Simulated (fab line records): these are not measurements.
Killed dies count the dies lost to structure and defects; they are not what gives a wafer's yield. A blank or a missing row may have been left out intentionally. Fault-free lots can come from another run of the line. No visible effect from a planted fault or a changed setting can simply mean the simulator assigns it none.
Matching of chambers / flow n5-finfet / N5_PMOS_HMC_CHANNEL_EPI_ETCH_32 on rie-diel-04: 4 sister chambers
The step etches BARC in N2/H2, stops on SiO2, target depth 85.8 nm, time 50.3 s. 4 wafers are shown with their chamber, then 9 later ones without.

## EACH WAFER AND ITS CHAMBER
wafer=L085.3; chamber=0; drypump-motor-current-A (A)=5.4
wafer=L091.1; chamber=3; drypump-motor-current-A (A)=5.9
wafer=L091.2; chamber=1; drypump-motor-current-A (A)=5.1
wafer=L091.6; chamber=2; drypump-motor-current-A (A)=4.8

## WAFERS WHOSE CHAMBER IS MISSING
wafer=L092.1; drypump-motor-current-A (A)=4.7
wafer=L092.2; drypump-motor-current-A (A)=5.9
wafer=L092.4; drypump-motor-current-A (A)=4.7
wafer=L094.3; drypump-motor-current-A (A)=5.4
wafer=L094.4; drypump-motor-current-A (A)=6.0
wafer=L094.5; drypump-motor-current-A (A)=5.1
wafer=L097.1; drypump-motor-current-A (A)=5.9
wafer=L097.2; drypump-motor-current-A (A)=5.1
wafer=L097.5; drypump-motor-current-A (A)=5.9

## THE CHAMBER EACH PASSED THROUGH
wafer=L092.1; from the rows above=2; in truth=2
wafer=L092.2; from the rows above=3; in truth=3
wafer=L092.4; from the rows above=2; in truth=2
wafer=L094.3; from the rows above=0; in truth=0
wafer=L094.4; from the rows above=3; in truth=3
wafer=L094.5; from the rows above=1; in truth=1
wafer=L097.1; from the rows above=3; in truth=3
wafer=L097.2; from the rows above=1; in truth=1
wafer=L097.5; from the rows above=3; in truth=3
9 of 9 placed correctly. Can't be placed from these rows: 0. Number placed wrongly: 0.
How it was worked out, from the rows above alone: a wafer's distance from a chamber is the root of the sum, over the readings, of the square of ((its reading less the chamber's mean) divided by the reading's scatter). The wafer belongs to the nearest chamber; if the next one is less than 2 further off, it can't be placed. A chamber's mean is the mean of its shown wafers. The scatter: root of mean squared gap, hidden wafer to nearest shown wafer, with one shown wafer a chamber.
